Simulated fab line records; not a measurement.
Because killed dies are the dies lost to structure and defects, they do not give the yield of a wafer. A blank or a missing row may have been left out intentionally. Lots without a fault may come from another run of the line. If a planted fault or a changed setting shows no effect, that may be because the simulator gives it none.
Chamber matching    flow nand harc    NHARC_A_SLIT_ETCH_24 on rie diel-10: 4 sister chambers
The step etches the open film in CF4/CHF3, target depth 121 nm, time 60.5 s. 18 wafers are shown with their chamber, then 9 later ones without.

== WAFERS PAIRED WITH THEIR CHAMBERS ==
wafer   chamber  showerhead plenum p Torr (Torr)  drypump motor current A (A)  rf vpp V (V)
L890.2  3        1.49                             5.6                          369.0
L890.4  2        1.56                             5.4                          370.5
L890.5  2        1.56                             5.4                          368.8
L891.2  1        1.65                             5.4                          371.5
L891.4  0        1.66                             6.0                          372.8
L891.5  2        1.56                             5.4                          369.6
L896.2  0        1.66                             6.0                          373.4
L896.4  2        1.56                             5.4                          370.6
L896.5  2        1.56                             5.4                          370.1
L897.2  3        1.49                             5.6                          365.5
L897.4  1        1.65                             5.5                          372.9
L897.5  2        1.56                             5.4                          370.0
L900.3  3        1.49                             5.6                          367.2
L900.4  1        1.64                             5.5                          372.5
L900.5  2        1.56                             5.4                          370.3
L903.2  1        1.64                             5.5                          371.9
L903.4  3        1.49                             5.6                          368.5
L903.6  0        1.65                             6.0                          372.5

SIGNATURES, as means of the wafers listed above
reading                   chamber 0  chamber 1  chamber 2  chamber 3  scatter within a chamber
showerhead plenum p Torr  1.6567     1.6450     1.5600     1.4900     0.00345
drypump motor current A   6.000      5.475      5.400      5.600      0.0231
rf vpp V                  372.900    372.200    369.986    367.550    0.895
Rule: a wafer lies at a distance from a chamber equal to the root of the sum of squares, over the readings, of (its reading less the chamber's mean, divided by the reading's scatter). If the next closest chamber is less than 2 further off than the closest, the wafer can't be placed; otherwise it belongs to the closest. The scatter: take each reading less its chamber's mean, square it, sum over the shown wafers, divide by the number of wafers less the number of chambers, and take the root.

== WAFERS WITHOUT THEIR CHAMBER ==
wafer   showerhead plenum p Torr (Torr)  drypump motor current A (A)  rf vpp V (V)
L904.2  1.49                             5.6                          368.7
L904.3  1.65                             6.0                          373.1
L904.4  1.64                             5.5                          372.1
L908.1  1.49                             5.6                          369.8
L908.4  1.64                             5.5                          371.9
L908.5  1.65                             6.0                          374.1
L911.4  1.64                             5.5                          373.6
L911.5  1.55                             5.4                          369.9
L911.6  1.49                             5.6                          367.3

== WHICH CHAMBER EACH WENT THROUGH ==
wafer   from the rows above  in truth
L904.2  3                    3
L904.3  0                    0
L904.4  1                    1
L908.1  3                    3
L908.4  1                    1
L908.5  0                    0
L911.4  1                    1
L911.5  2                    2
L911.6  3                    3
Correctly placed: 9 of 9. Not placeable from these rows: 0. Number placed wrongly: 0.
